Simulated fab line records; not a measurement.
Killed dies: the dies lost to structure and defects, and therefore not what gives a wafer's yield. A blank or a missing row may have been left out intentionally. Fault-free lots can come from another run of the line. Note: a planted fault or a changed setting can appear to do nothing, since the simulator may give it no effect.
Matching of chambers | flow nand harc | rie diel-02 running NHARC_P_M0_DESCUM_14: 4 sister chambers
The step chemistry O2, time 3 s. 4 wafers are shown with their chamber, then 12 later ones without.

## WAFERS WITH THEIR CHAMBER
wafer  | chamber | showerhead plenum p Torr (Torr)
L088.4 | 2       | 1.79
L091.3 | 3       | 1.80
L091.5 | 1       | 1.80
L091.6 | 0       | 2.04

## WAFERS WHOSE CHAMBER IS MISSING
wafer  | showerhead plenum p Torr (Torr)
L093.1 | 1.79
L093.4 | 2.04
L093.6 | 1.79
L094.1 | 2.04
L094.2 | 1.80
L094.5 | 1.80
L096.2 | 1.80
L096.3 | 1.80
L096.4 | 1.78
L097.1 | 2.04
L097.3 | 1.80
L097.6 | 2.04

## CHAMBER TAKEN BY EACH
wafer  | from the rows above     | in truth
L093.1 | 2                       | 2
L093.4 | 0                       | 0
L093.6 | 2                       | 2
L094.1 | 0                       | 0
L094.2 | can't be placed: 1 or 3 | 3
L094.5 | can't be placed: 1 or 3 | 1
L096.2 | can't be placed: 1 or 3 | 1
L096.3 | can't be placed: 1 or 3 | 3
L096.4 | 2                       | 2
L097.1 | 0                       | 0
L097.3 | can't be placed: 1 or 3 | 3
L097.6 | 0                       | 0
Correct placement for 7 of the 12. Unplaceable from these rows: 5, with the true chamber sitting among the candidates in 5. Placed wrongly: 0.
How it was worked out, from the rows above alone: a wafer's distance from a chamber is the root of the sum, over the readings, of the square of ((its reading less the chamber's mean) divided by the reading's scatter). The wafer belongs to the nearest chamber; if the next one is less than 2 further off, it can't be placed. A chamber's mean is the mean of its shown wafers. The scatter (one wafer shown for each chamber): square how far every hidden wafer sits from the nearest shown wafer, average those squares and take the square root.
